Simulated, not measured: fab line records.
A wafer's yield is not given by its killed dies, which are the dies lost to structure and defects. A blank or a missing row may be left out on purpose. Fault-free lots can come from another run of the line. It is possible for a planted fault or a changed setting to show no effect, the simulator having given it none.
The tool behind it: which one?	flow n5-finfet	11 lots, 31 wafers sampled, at 3 steps of a route of 1938

## WHAT THE GAUGES READ, wafer by wafer
N5_BEOL_M11_INSPECT_58: inspects for defects (darkfield). Usual: raw-defect-count 66, standard deviation 23.
lot	measured	on	raw-defect-count	flag
L134	day 10 16:32	defect-inspect-01	84 52 82	
L135	day 10 22:50	defect-inspect-01	74 63 66	
L137	day 11 07:24	defect-inspect-01	57 56 54	
L138	day 11 19:27	defect-inspect-02	81 41 95	
L141	day 12 13:03	defect-inspect-01	72 80 56	
L144	day 12 23:51	defect-inspect-01	69 45	
L145	day 13 21:39	defect-inspect-02	45 48 44	
L153	day 15 03:23	defect-inspect-02	20 36 62	
L150	day 15 12:54	defect-inspect-01	76 60 70	
L154	day 16 02:41	defect-inspect-01	40 45	
L155	day 16 13:08	defect-inspect-01	30 62 31	

## WHICH TOOL RAN EACH LOT (tool, then ch and the chambers of the sampled wafers, then the start)
lot	N5_BEOL_M11_DEGAS_44	N5_BEOL_M11_DEP_56
L134	pvd-sputter-01, day 10 14:48	pecvd-04 ch 0,1,2, day 10 16:27
L135	pvd-sputter-03, day 10 21:02	pecvd-01 ch 0,1, day 10 22:46
L137	pvd-sputter-02, day 11 04:49	pecvd-01 ch 0,1,2, day 11 07:19
L138	pvd-sputter-01, day 11 16:52	pecvd-04 ch 0,2, day 11 19:22
L141	pvd-sputter-02, day 12 09:53	pecvd-02 ch 0,1,2, day 12 12:58
L144	pvd-sputter-01, day 12 22:03	pecvd-04 ch 0,2, day 12 23:46
L145	pvd-sputter-03, day 13 19:46	pecvd-04 ch 0,1,2, day 13 21:34
L153	pvd-sputter-02, day 15 01:39	pecvd-04 ch 0,1, day 15 03:18
L150	pvd-sputter-01, day 15 11:06	pecvd-04 ch 0,2, day 15 12:49
L154	pvd-sputter-02, day 16 00:53	pecvd-02 ch 0, day 16 02:35
L155	pvd-sputter-02, day 16 11:17	pecvd-02 ch 0,2, day 16 13:03
- N5_BEOL_M11_DEGAS_44: time 60 s.
- N5_BEOL_M11_DEP_56: deposits SiCN from 3MS/NH3, target thk 30 nm, time 10.5 s.

## AS READ BY THE TOOLS THEMSELVES (means over the sampled wafers that have a number; for cases with no such wafer, the mark the record gives instead)
N5_BEOL_M11_DEGAS_44. Usual: heater-power-w 330 W, standard deviation 28.
lot	tool	heater-power-w (W)	flag
L134	pvd-sputter-01	328	
L135	pvd-sputter-03	310	
L137	pvd-sputter-02	335	
L138	pvd-sputter-01	328	
L141	pvd-sputter-02	334	
L144	pvd-sputter-01	313	
L145	pvd-sputter-03	310	
L153	pvd-sputter-02	333	
L150	pvd-sputter-01	332	
L154	pvd-sputter-02	327	
L155	pvd-sputter-02	340	

N5_BEOL_M11_DEP_56. Usual: chamber-pressure-Torr 2.999 Torr, standard deviation 0.0068; showerhead-plenum-p-Torr 4.157 Torr, standard deviation 0.022; throttle-valve-pct 18.4 %, standard deviation 0.79.
lot	tool	chamber-pressure-Torr (Torr)	showerhead-plenum-p-Torr (Torr)	throttle-valve-pct (%)	flag
L134	pecvd-04	2.998	4.154	18.2	
L135	pecvd-01	3.005	4.173	19.2	
L137	pecvd-01	2.998	4.185	19.4	
L138	pecvd-04	2.994	4.164	18.2	
L141	pecvd-02	3.006	4.145	18.1	
L144	pecvd-04	3.006	4.159	18.3	
L145	pecvd-04	3.005	4.159	18.3	
L153	pecvd-04	3.010	4.148	18.2	
L150	pecvd-04	2.994	4.158	18.2	
L154	pecvd-02	2.999	4.154	17.9	
L155	pecvd-02	3.000	4.143	17.9	

## THE ANSWER, worked out from the rows above alone
Rule: a lot counts as off when the mean over its wafers that have a number is more than 3 standard deviations away from the usual mean. A lot without any number at a reading at which 4 lots or more have one is off too. Any other lot the step has rows for is counted as sound. After the gauges, taken in route order, come the tools' own readings; for these a lot's mean is taken, as printed above. The first step at which some lot is off is used, and at that step the reading that is off furthest; a lot without a number counts as furthest.
Nothing can be told from this: no lot is off at any reading shown.

## WHAT THE SIMULATOR HAD INSERTED
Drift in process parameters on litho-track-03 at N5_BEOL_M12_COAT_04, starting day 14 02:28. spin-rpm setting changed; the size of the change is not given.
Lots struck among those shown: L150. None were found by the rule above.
